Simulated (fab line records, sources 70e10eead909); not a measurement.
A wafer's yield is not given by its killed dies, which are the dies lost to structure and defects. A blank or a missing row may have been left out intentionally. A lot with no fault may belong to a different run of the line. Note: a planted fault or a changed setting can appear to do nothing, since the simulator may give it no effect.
fab line records | flow nand-harc
[record] lots = 7 | wafers = 21 | last-day = 33
route steps=1302 shown A_M1@1190 A_BONDPAD@1202 END@1302
lots that met no fault: taken from a fault-free run of the same line
start-h: start of the lot's first displayed wafer, in hours after the record's first day | wait-h: time in hours since the lot's previous step | " identical to the entry in the row above | L1.1+2: one row covering several wafers at once | - no value present, or no start provided | * or withheld: withheld | < > ~ a bound
route shown NAME@n: names a module that has steps shown in the file, with the first one's number in the route | usual: mean/standard deviation of fault-free wafers | same: alike in all rows | chamber/n: place in a boat | sites: readings site by site | _std_site: the values' standard deviation | _edge_site: the outer-site mean with the inner-site mean subtracted | radius-mm: for every site, how far away it sits from the centre of the wafer | mask NAME#n: copy n | behind: tool/chamber where the wafer was last shaped | hold: cause of the lot's hold/its duration in hours/its outcome | device: which transistor (n, p or np) failed to switch | end of line: the same wafers' tests at the end of the route | where a step has no rows: the recipe by itself | killed: dies that structure and defects cost at the first sort, which is not the same as the wafer's yield | map: dies across one wafer; x = killed, . = not, _ = none there
set.NAME: the setting the step ran with; set.NAME@STEP: the setting that earlier step ran with | model.NAME: the simulator's own value behind a step, which no gauge read
lots at some steps of the route; a table a step, a row a wafer
services: the hour from which a tool's chamber was out of use, counted from the record's first day as start-h (under 0 if before that day), plus the number of hours and why
[[steps]]
[step NHARC_A_M1_PRE_CLEAN_30]
[recipe] time-s = 30 | temp-c = 280 | gas = H2/He
[step NHARC_A_M1_PVD_20]
[recipe] target-thk-a = 50 | bias-v = 168.6 | power-w = 15000 | chamber-pressure-pa = 0.12 | time-s = 8.06 | substrate-temp-c = 50 | material = TaN
[usual] bias-v = 168.7/1.7 | cathode-dc-power-W = 15000/2.9 | chamber-pressure-pa = 0.12001/0.00023 | throttle-valve-pct = 30.1/0.78
lot.wafer | tool           | chamber | start-h | wait-h | bias-v | cathode-dc-power-W | chamber-pressure-pa | throttle-valve-pct
L463.4    | pvd-sputter-02 | -       | -       | -      | 168.5  | 15004              | 0.12035             | 30.3
L463.1    | "              | -       | "       | "      | 169.2  | 14999              | 0.11969             | 30.4
L463.5    | "              | -       | "       | "      | 169.2  | 15003              | 0.12022             | 29.9
L470.1    | pvd-sputter-03 | -       | -       | -      | 167.4  | 14999              | 0.11991             | 29.8
L470.5    | "              | -       | "       | "      | 169.8  | 15000              | 0.12014             | 29.5
L470.6    | "              | -       | "       | "      | 169.6  | 15006              | 0.12007             | 29.9
L473.4    | pvd-sputter-02 | -       | -       | -      | 169.7  | 15000              | 0.11989             | 30.9
L473.2    | "              | -       | "       | "      | 168.0  | 14998              | 0.11991             | 31.1
L473.6    | "              | -       | "       | "      | 170.9  | 14998              | 0.11993             | 29.2
L471.2    | pvd-sputter-01 | -       | -       | -      | 166.3  | 15001              | 0.11979             | 29.7
L471.3    | "              | -       | "       | "      | 168.1  | 15001              | 0.11951             | 30.6
L471.6    | "              | -       | "       | "      | 168.7  | 14999              | 0.12001             | 31.7
L474.3    | pvd-sputter-01 | -       | -       | -      | 170.1  | 14996              | 0.12012             | 30.6
L474.4    | "              | -       | "       | "      | 167.2  | 14999              | 0.12022             | 30.0
L474.1    | "              | -       | "       | "      | 170.3  | 15001              | 0.11948             | 31.7
L481.3    | pvd-sputter-03 | -       | -       | -      | 170.2  | 15001              | 0.11984             | 30.0
L481.1    | "              | -       | "       | "      | 167.7  | 14998              | 0.12001             | 28.8
L481.6    | "              | -       | "       | "      | 169.5  | 14999              | 0.12038             | 29.6
L482.2    | pvd-sputter-02 | -       | -       | -      | 167.0  | 14998              | 0.11994             | 30.7
L482.4    | "              | -       | "       | "      | 168.7  | 15000              | 0.12025             | 30.2
L482.3    | "              | -       | "       | "      | 169.8  | 15000              | 0.11988             | 29.3
[step NHARC_A_M1_PVD_21]
[recipe] target-thk-a = 300 | chamber-pressure-pa = 5 | power-w = 5000 | substrate-temp-c = 30 | time-s = 20.49 | material = Cu
[usual] cathode-dc-power-W = 4999.9/0.96 | chamber-pressure-pa = 4.999/0.0098 | throttle-valve-pct = 30.1/0.81
lot.wafer | tool           | chamber | start-h | wait-h | cathode-dc-power-W | chamber-pressure-pa | throttle-valve-pct
L463.1    | pvd-sputter-02 | -       | -       | -      | 5001.4             | 5.004               | 30.1
L463.4    | "              | -       | "       | "      | 4999.3             | 4.998               | 30.0
L463.5    | "              | -       | "       | "      | 4999.8             | 5.000               | 30.3
L470.1    | pvd-sputter-03 | -       | -       | -      | 4999.9             | 5.015               | 29.8
L470.6    | "              | -       | "       | "      | 5000.5             | 4.998               | 30.3
L470.5    | "              | -       | "       | "      | 5000.2             | 4.997               | 29.7
L473.4    | pvd-sputter-02 | -       | -       | -      | 4999.7             | 5.000               | 31.4
L473.2    | "              | -       | "       | "      | 4999.4             | 5.003               | 29.1
L473.6    | "              | -       | "       | "      | 4999.8             | 5.027               | 31.4
L471.3    | pvd-sputter-01 | -       | -       | -      | 4999.1             | 5.006               | 31.5
L471.2    | "              | -       | "       | "      | 4998.7             | 4.990               | 29.6
L471.6    | "              | -       | "       | "      | 5000.3             | 4.991               | 31.9
L474.4    | pvd-sputter-01 | -       | -       | -      | 5000.5             | 5.030               | 29.6
L474.3    | "              | -       | "       | "      | 4999.6             | 4.987               | 30.5
L474.1    | "              | -       | "       | "      | 4999.6             | 4.984               | 29.8
L481.3    | pvd-sputter-03 | -       | -       | -      | 4999.6             | 4.996               | 28.9
L481.1    | "              | -       | "       | "      | 5000.9             | 5.004               | 30.5
L481.6    | "              | -       | "       | "      | 5000.0             | 4.990               | 28.7
L482.2    | pvd-sputter-02 | -       | -       | -      | 5000.7             | 4.996               | 29.1
L482.3    | "              | -       | "       | "      | 5000.5             | 4.989               | 30.8
L482.4    | "              | -       | "       | "      | 5000.5             | 4.991               | 29.8
[step NHARC_A_M1_ECD_22]
[recipe] target-thk-a = 4000 | bath-temp-c = 25 | material = Cu
[step NHARC_A_M1_ANNEAL_31]
[recipe] temp-c = 225 | time-s = 90
[step NHARC_A_M1_CMP_23]
[recipe] t-overpolish-s = 20 | target-thk-nm = 154.34
[usual] motor-current-A = 11.8/0.97 | slurry-filter-dp-kPa = 13.50/0.13 | time-to-endpoint-s = 28.6/2.1
lot.wafer | tool   | chamber | start-h | wait-h | motor-current-A | slurry-filter-dp-kPa | time-to-endpoint-s
L463.4    | cmp-03 | 3       | 577.40  | -      | 12.6            | 13.47                | 28.5
L463.1    | "      | 0       | "       | "      | 9.9             | 13.54                | 28.9
L463.5    | "      | 3       | "       | "      | 13.5            | 13.87                | 27.7
L470.1    | cmp-03 | 1       | 641.76  | -      | 12.9            | 13.19                | 31.3
L470.5    | "      | 0       | "       | "      | 10.7            | 13.30                | 30.2
L470.6    | "      | 1       | "       | "      | 11.7            | 13.57                | 29.6
L473.2    | cmp-03 | 3       | 656.33  | -      | 13.0            | 13.48                | 28.2
L473.4    | "      | 0       | "       | "      | 11.1            | 13.47                | 30.1
L473.6    | "      | 3       | "       | "      | 12.0            | 13.46                | 28.8
L471.3    | cmp-03 | 0       | 657.96  | -      | 10.8            | 13.31                | 29.4
L471.2    | "      | 2       | "       | "      | 12.1            | 13.63                | 22.7
L471.6    | "      | 1       | "       | "      | 12.0            | 13.53                | 26.6
L474.1    | cmp-01 | 1       | 672.27  | -      | 14.5            | 13.62                | 28.4
L474.4    | "      | 2       | "       | "      | 12.1            | 13.59                | 28.1
L474.3    | "      | 0       | "       | "      | 11.2            | 13.50                | 28.1
L481.3    | cmp-02 | 0       | 732.76  | -      | 10.4            | 13.60                | 26.3
L481.1    | "      | 2       | "       | "      | 12.1            | 13.43                | 27.6
L481.6    | "      | 1       | "       | "      | 11.9            | 13.57                | 30.5
L482.4    | cmp-02 | 0       | 756.39  | -      | 10.7            | 13.58                | 32.1
L482.3    | "      | 1       | "       | "      | 11.9            | 13.31                | 28.5
L482.2    | "      | 3       | "       | "      | 12.3            | 13.35                | 32.0
[step NHARC_A_M1_THK_MEAS_24]
[recipe] thk-meas-gauge = xrf
[usual] thk-nm = 154.2/1.4
lot.wafer | tool          | chamber | start-h | wait-h | thk-nm
L463.1    | film-metro-01 | -       | 577.69  | -      | 154.0
L463.4    | "             | -       | "       | "      | 152.8
L463.5    | "             | -       | "       | "      | 151.6
L470.1    | film-metro-01 | -       | 642.05  | -      | 155.8
L470.5    | "             | -       | "       | "      | 154.0
L470.6    | "             | -       | "       | "      | 157.8
L473.2    | film-metro-02 | -       | 656.64  | -      | 152.7
L473.4    | "             | -       | "       | "      | 152.7
L473.6    | "             | -       | "       | "      | 154.2
L471.2    | film-metro-02 | -       | 658.27  | -      | 152.1
L471.3    | "             | -       | "       | "      | 151.1
L471.6    | "             | -       | "       | "      | 150.2
L474.1    | film-metro-01 | -       | 672.58  | -      | 152.4
L474.3    | "             | -       | "       | "      | 153.8
L474.4    | "             | -       | "       | "      | 153.9
L481.1    | film-metro-02 | -       | 733.08  | -      | 154.3
L481.3    | "             | -       | "       | "      | 155.1
L481.6    | "             | -       | "       | "      | 156.4
L482.2    | film-metro-02 | -       | 756.71  | -      | 154.6
L482.3    | "             | -       | "       | "      | 156.0
L482.4    | "             | -       | "       | "      | 154.9
[step NHARC_A_M1_SRD_25]
[step NHARC_A_M1_INSPECT_27]
[usual] raw-defect-count = 528/150
lot.wafer | tool              | chamber | start-h | wait-h | raw-defect-count
L463.1    | defect-inspect-02 | -       | 577.85  | 0.0    | 556
L463.4    | "                 | -       | "       | "      | 713
L463.5    | "                 | -       | "       | "      | 554
L470.1    | defect-inspect-01 | -       | 642.20  | 0.0    | 543
L470.5    | "                 | -       | "       | "      | 740
L470.6    | "                 | -       | "       | "      | 446
L473.2    | defect-inspect-02 | -       | 656.80  | 0.0    | 438
L473.4    | "                 | -       | "       | "      | 433
L473.6    | "                 | -       | "       | "      | 402
L471.2    | defect-inspect-02 | -       | 658.43  | 0.0    | 390
L471.3    | "                 | -       | "       | "      | 427
L471.6    | "                 | -       | "       | "      | 481
L474.1    | defect-inspect-01 | -       | 672.74  | 0.0    | 297
L474.3    | "                 | -       | "       | "      | 350
L474.4    | "                 | -       | "       | "      | 298
L481.1    | defect-inspect-01 | -       | 733.24  | 0.0    | 544
L481.3    | "                 | -       | "       | "      | 490
L481.6    | "                 | -       | "       | "      | 412
L482.2    | defect-inspect-01 | -       | 756.86  | 0.0    | 507
L482.3    | "                 | -       | "       | "      | 482
L482.4    | "                 | -       | "       | "      | 467
[step NHARC_A_M1_PRE_CLEAN_32]
[recipe] time-s = 12 | temp-c = 370 | rf-power-w = 300 | gas = NH3
[usual] heater-power-w = 624/62
lot.wafer | tool     | chamber | start-h | wait-h | heater-power-w
L463.1    | pecvd-03 | 1       | 577.91  | 0.1    | 667
L463.4    | "        | 1       | "       | "      | 671
L463.5    | "        | 2       | "       | "      | 690
L470.1    | pecvd-03 | 1       | 642.27  | 0.1    | 629
L470.5    | "        | 1       | "       | "      | 632
L470.6    | "        | 0       | "       | "      | 629
L473.2    | pecvd-03 | 0       | 656.87  | 0.1    | 606
L473.6    | "        | 0       | "       | "      | 616
L473.4    | "        | 1       | "       | "      | 658
L471.2    | pecvd-04 | 2       | 658.50  | 0.1    | 526
L471.3    | "        | 1       | "       | "      | 574
L471.6    | "        | 0       | "       | "      | 654
L474.3    | pecvd-03 | 0       | 672.82  | 0.1    | 577
L474.1    | "        | 1       | "       | "      | 651
L474.4    | "        | 1       | "       | "      | 674
L481.1    | pecvd-04 | 0       | 733.30  | 0.1    | 614
L481.3    | "        | 1       | "       | "      | 617
L481.6    | "        | 1       | "       | "      | 610
L482.3    | pecvd-04 | 0       | 756.93  | 0.1    | 634
L482.2    | "        | 2       | "       | "      | 502
L482.4    | "        | 0       | "       | "      | 628
[step NHARC_A_M1_DEP_33]
[recipe] target-thk-a = 300 | temp-c = 370 | target-thk-nm = 30 | pressure-torr = 3 | flow-sccm = 200 | rf-w = 450 | material = SiCN
[step NHARC_A_BONDPAD_DEP_00]
[recipe] target-thk-a = 2500 | temp-c = 370 | target-thk-nm = 250 | pressure-torr = 3 | flow-sccm = 200 | rf-w = 450 | material = SiCN
[usual] chamber-pressure-Torr = 3.001/0.0067 | heater-power-outer-w = 325/55 | heater-power-w = 565/65
lot.wafer | tool     | chamber | start-h | wait-h | chamber-pressure-Torr | heater-power-outer-w | heater-power-w
L463.1    | pecvd-01 | 0       | 578.59  | -      | 2.996                 | 416                  | 667
L463.4    | "        | 0       | "       | "      | 2.994                 | 422                  | 686
L463.5    | "        | 1       | "       | "      | 3.006                 | 323                  | 527
L470.1    | pecvd-01 | 2       | 642.99  | -      | 2.999                 | 355                  | 573
L470.6    | "        | 0       | "       | "      | 3.001                 | 428                  | 677
L470.5    | "        | 2       | "       | "      | 2.989                 | 366                  | 604
L473.2    | pecvd-01 | 1       | 657.55  | -      | -                     | -                    | -
L473.6    | "        | 1       | "       | "      | -                     | -                    | -
L473.4    | "        | 2       | "       | "      | -                     | -                    | -
L471.3    | pecvd-02 | 2       | 659.13  | -      | -                     | -                    | -
L471.2    | "        | 1       | "       | "      | -                     | -                    | -
L471.6    | "        | 0       | "       | "      | -                     | -                    | -
L474.1    | pecvd-01 | 2       | 673.48  | -      | -                     | -                    | -
L474.3    | "        | 0       | "       | "      | -                     | -                    | -
L474.4    | "        | 0       | "       | "      | -                     | -                    | -
L481.1    | pecvd-04 | 0       | 733.93  | -      | 3.004                 | 287                  | 536
L481.3    | "        | 2       | "       | "      | 3.011                 | 309                  | 547
L481.6    | "        | 2       | "       | "      | 3.020                 | 323                  | 530
L482.3    | pecvd-04 | 0       | 757.57  | -      | 3.005                 | 247                  | 500
L482.2    | "        | 2       | "       | "      | 3.007                 | 319                  | 515
L482.4    | "        | 1       | "       | "      | 2.993                 | 322                  | 562
[step NHARC_A_BONDPAD_CMP_29]
[recipe] target-thk-nm = 200 | material = SiCN
[usual] motor-current-A = 12.6/1.4 | slurry-filter-dp-kPa = 13.48/0.12
lot.wafer | tool   | chamber | start-h | wait-h | motor-current-A | slurry-filter-dp-kPa
L463.1    | cmp-02 | 2       | 578.95  | -      | 12.0            | 13.48
L463.4    | "      | 1       | "       | "      | 11.8            | 13.49
L463.5    | "      | 3       | "       | "      | 11.6            | 13.70
L470.1    | cmp-01 | 0       | 643.34  | -      | 11.8            | 13.39
L470.5    | "      | 3       | "       | "      | 11.5            | 13.53
L470.6    | "      | 0       | "       | "      | 10.9            | 13.45
L473.4    | cmp-01 | 0       | 657.91  | 0.1    | 11.0            | 13.68
L473.2    | "      | 2       | "       | "      | 11.7            | 13.32
L473.6    | "      | 1       | "       | "      | 15.4            | 13.54
L471.2    | cmp-01 | 0       | 659.54  | 0.3    | 10.9            | 13.54
L471.3    | "      | 2       | "       | "      | 12.1            | 13.62
L471.6    | "      | 0       | "       | "      | 10.9            | 13.48
L474.3    | cmp-04 | 2       | 673.84  | 0.3    | 12.7            | 13.54
L474.4    | "      | 3       | "       | "      | 14.0            | 13.68
L474.1    | "      | 1       | "       | "      | 12.5            | 13.64
L481.3    | cmp-01 | 0       | 734.34  | -      | 11.4            | 13.45
L481.1    | "      | 3       | "       | "      | 11.0            | 13.52
L481.6    | "      | 0       | "       | "      | 11.5            | 13.59
L482.3    | cmp-01 | 1       | 758.00  | -      | 15.4            | 13.43
L482.4    | "      | 2       | "       | "      | 12.7            | 13.53
L482.2    | "      | 3       | "       | "      | 10.8            | 13.35
[step NHARC_END_SORT_01]
[recipe] temp-c = 25
[usual] defect-limited-yield = 92.0/2.6 | killed-at-array = 50/17 | killed-at-other = 0.7/1 | killed-at-periphery = 3.4/2.4 | killed-dies = 54/17 | killed-open = 3.3/1.7 | killed-short = 2.5/1.6 | sort_bin_2_pct = 2.8/1.1 | sort_bin_3_pct = 0.5/0.33 | sort_bin_4_pct = 4.6/1.5 | sort-n-pass = 623/17 | sort-rim-yield-pct = 92/3.8 | sort-yield-pct = 92.0/2.6
[same] gross-dies = 677 | sort_bin_5_pct[%] = 0 | sort_bin_6_pct[%] = 0 | sort_bin_7_pct[%] = 0 | sort_bin_8_pct[%] = 0 | sort-rim-n-gross = 106.00
lot.wafer | tool      | chamber | start-h | wait-h | defect-limited-yield[%] | killed-at-array | killed-at-other | killed-at-periphery | killed-dies | killed-open | killed-short | sort_bin_2_pct[%] | sort_bin_3_pct[%] | sort_bin_4_pct[%] | sort-n-pass | sort-rim-yield-pct[%] | sort-yield-pct[%]
L463.1    | prober-01 | 0       | 612.27  | 2.5    | 90.4                    | 54              | 2               | 9                   | 65          | 7           | 3            | 3.7               | 0.7               | 5.2               | 612         | 87                    | 90.4
L463.4    | prober-01 | 0       | 614.65  | 3.4    | 92.2                    | 46              | 2               | 5                   | 53          | 3           | 0            | 2.7               | 0.3               | 4.9               | 624         | 87                    | 92.2
L463.5    | prober-01 | 0       | 615.44  | 3.7    | 88.2                    | 77              | 0               | 3                   | 80          | 1           | 2            | 3.8               | 0.9               | 7.1               | 597         | 92                    | 88.2
L481.1    | prober-01 | 0       | 771.09  | 2.5    | 95.4                    | 28              | 1               | 2                   | 31          | 6           | 4            | 1.5               | 0.3               | 2.8               | 646         | 95                    | 95.4
L481.3    | prober-01 | 0       | 772.67  | 3.1    | 96.6                    | 22              | 1               | 0                   | 23          | 2           | 1            | 1.0               | 0                 | 2.4               | 654         | 98                    | 96.6
L481.6    | prober-01 | 0       | 775.04  | 3.9    | 94.5                    | 30              | 4               | 3                   | 37          | 6           | 1            | 1.5               | 0.4               | 3.5               | 640         | 97                    | 94.5
// killed by level:class
L463.1 A_SLIT:chamber-film-flake=18 A_CHANNEL_HOLE_D1:chamber-film-flake=14 A_CHANNEL_HOLE_D2:chamber-film-flake=9 P_GATE:chamber-film-flake=8 A_CHANNEL_FILL_D1:geometric-particle:open=3 A_CONTACT:chamber-film-flake=2 THIN_TSV:chamber-film-flake=2 A_ONON_D1:geometric-particle:short=1
L463.4 A_CHANNEL_HOLE_D1:chamber-film-flake=15 A_SLIT:chamber-film-flake=14 A_CHANNEL_HOLE_D2:chamber-film-flake=9 P_GATE:chamber-film-flake=4 THIN_TSV:chamber-film-flake=2 A_CHANNEL_FILL_D1:geometric-particle:open=1 A_CHANNEL_FILL_D2:geometric-particle:open=1 A_CONTACT:geometric-particle:open=1
L463.5 A_CHANNEL_HOLE_D1:chamber-film-flake=36 A_SLIT:chamber-film-flake=26 A_CHANNEL_HOLE_D2:chamber-film-flake=11 P_GATE:chamber-film-flake=3 A_CHANNEL_FILL_D1:geometric-particle:open=1 A_CHANNEL_FILL_D1:geometric-particle:short=1 A_CHANNEL_FILL_D2:geometric-particle:short=1 A_WL_FILL:chamber-film-flake=1
L481.1 A_STAIRCASE:chamber-film-flake=9 A_SLIT:chamber-film-flake=4 A_CHANNEL_FILL_D1:geometric-particle:short=2 A_M0:geometric-particle:open=2 A_CHANNEL_FILL_D1:geometric-particle:open=1 A_ONON_D2:geometric-particle:short=1 A_CHANNEL_FILL_D2:geometric-particle:short=1 A_WL_FILL:geometric-particle:open=1
L481.3 A_STAIRCASE:chamber-film-flake=7 A_CONTACT:chamber-film-flake=4 A_CHANNEL_HOLE_D2:chamber-film-flake=2 A_SLIT:chamber-film-flake=2 A_CHANNEL_HOLE_D1:geometric-particle:short=1 A_CHANNEL_FILL_D2:geometric-particle:open=1 A_SLIT:geometric-particle:open=1 A_ZERO_WELL:chamber-film-flake=1
L481.6 A_SLIT:chamber-film-flake=13 A_STAIRCASE:chamber-film-flake=8 THIN_TSV:chamber-film-flake=4 A_ZERO_WELL:chamber-film-flake=2 P_GATE:geometric-particle:open=1 P_CONTACT:geometric-particle:open=1 A_CHANNEL_HOLE_D1:geometric-particle:open=1 A_DECK1_JOINT:geometric-particle:open=1
[[services]]
tool           | chamber | start-h | hours | kind
cmp-03         | -       | 554.00  | 4.0   | pm
cmp-02         | -       | 562.49  | 3.4   | repair
cmp-01         | -       | 577.50  | 4.0   | pm
pvd-sputter-01 | -       | 586.00  | 10.0  | pm
cmp-02         | -       | 613.81  | 2.0   | repair
pecvd-04       | 2       | 618.31  | 4.9   | repair
cmp-02         | -       | 624.51  | 4.0   | pm
pecvd-04       | -       | 631.02  | 13.0  | pm
pecvd-01       | -       | 633.67  | 3.8   | repair
cmp-01         | -       | 636.53  | 3.8   | repair
pvd-sputter-02 | -       | 638.00  | 10.0  | pm
cmp-01         | -       | 644.94  | 1.0   | repair
pecvd-01       | 0       | 647.44  | 3.7   | repair
cmp-03         | -       | 648.69  | 2.1   | repair
cmp-03         | -       | 652.00  | 4.0   | pm
pvd-sputter-01 | -       | 671.57  | 7.4   | repair
cmp-01         | -       | 675.50  | 4.0   | pm
pecvd-03       | -       | 681.43  | 1.3   | repair
pvd-sputter-02 | -       | 682.77  | 3.9   | repair
pecvd-01       | -       | 684.21  | 13.0  | pm
cmp-03         | -       | 694.61  | 0.8   | repair
pvd-sputter-03 | -       | 704.02  | 10.0  | pm
pecvd-03       | -       | 728.63  | 13.0  | pm
cmp-03         | -       | 750.00  | 4.0   | pm
[[key]]
[first-sign] step = NHARC_A_BONDPAD_DEP_00 | reading = tool-record | direction = missing
effect none on later readings
met-at NHARC_A_BONDPAD_DEP_00
struck-wafers L471.2,L471.3,L471.6,L473.2,L473.4,L473.6,L474.1,L474.3,L474.4
scrapped-behind NHARC_A_BONDPAD_THK_MEAS_30 L471.2,L471.3,L471.6,L473.2,L473.4,L473.6,L474.1,L474.3,L474.4
onset-between 642.99 657.55
[fault] kind = skipped-step-whole | tool = pecvd-01,pecvd-02 | chamber = - | onset-h = 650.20 | steps = NHARC_A_BONDPAD_DEP_00 | scope = struck-lots-only
